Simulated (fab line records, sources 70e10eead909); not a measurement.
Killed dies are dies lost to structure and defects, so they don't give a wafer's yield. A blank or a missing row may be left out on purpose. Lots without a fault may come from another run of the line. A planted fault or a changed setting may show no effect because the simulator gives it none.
Which tool did it? | flow nand_harc | 13 lots, 39 wafers sampled, at 1 step of a route of 1302

WHAT THE GAUGES READ, wafer by wafer
NHARC_P_M2_INSPECT_11. Usual: raw_defect_count 5, standard deviation 3.
lot  | measured     | on                | raw_defect_count | flag
L398 | day 7 05:26  | defect_inspect-01 | 2 0 4            |
L399 | day 7 05:41  | defect_inspect-01 | 1 3 7            |
L400 | day 7 13:44  | defect_inspect-02 | 2 8 9            |
L402 | day 8 06:08  | defect_inspect-01 | 4 1 2            |
L401 | day 8 06:57  | defect_inspect-02 | 5 5 5            |
L403 | day 8 21:41  | defect_inspect-01 | 7 2 5            |
L404 | day 9 10:14  | defect_inspect-02 | 2 3 3            |
L405 | day 9 21:26  | defect_inspect-01 | 11 8 3           |
L408 | day 11 05:34 | defect_inspect-02 | 12 9 6           |
L409 | day 11 16:54 | defect_inspect-01 | 10 6 9           |
L413 | day 13 04:32 | defect_inspect-02 | 3 9 4            |
L416 | day 14 09:14 | defect_inspect-01 | 2 6 3            |
L418 | day 15 07:10 | defect_inspect-01 | 5 4 9            |

WHICH TOOL RAN EACH LOT (tool, then ch and the chambers of the sampled wafers, then the start)
The record holds no process step before these readings.

WHAT THE TOOLS THEMSELVES READ (means of the sampled wafers that have a number; where no wafer has one, the mark that the record gives instead)
The record holds no such reading with a usual standard deviation.

THE ANSWER, worked out from the rows above alone
Rule: a lot is off if the mean of its wafers that have a number lies more than 3 standard deviations from the usual mean. A lot without any number at a reading at which 4 lots or more have one is off too. The other lots that the step has rows for count as sound. The gauges are gone through in route order, then the tools' own readings, and for those a lot's mean is taken as printed above. The first step at which some lot is off is used, and at that step the reading that is off furthest; a lot without a number counts as furthest.
No lot is off at any reading shown: from this, nothing can be told.

WHAT THE SIMULATOR HAD PUT IN
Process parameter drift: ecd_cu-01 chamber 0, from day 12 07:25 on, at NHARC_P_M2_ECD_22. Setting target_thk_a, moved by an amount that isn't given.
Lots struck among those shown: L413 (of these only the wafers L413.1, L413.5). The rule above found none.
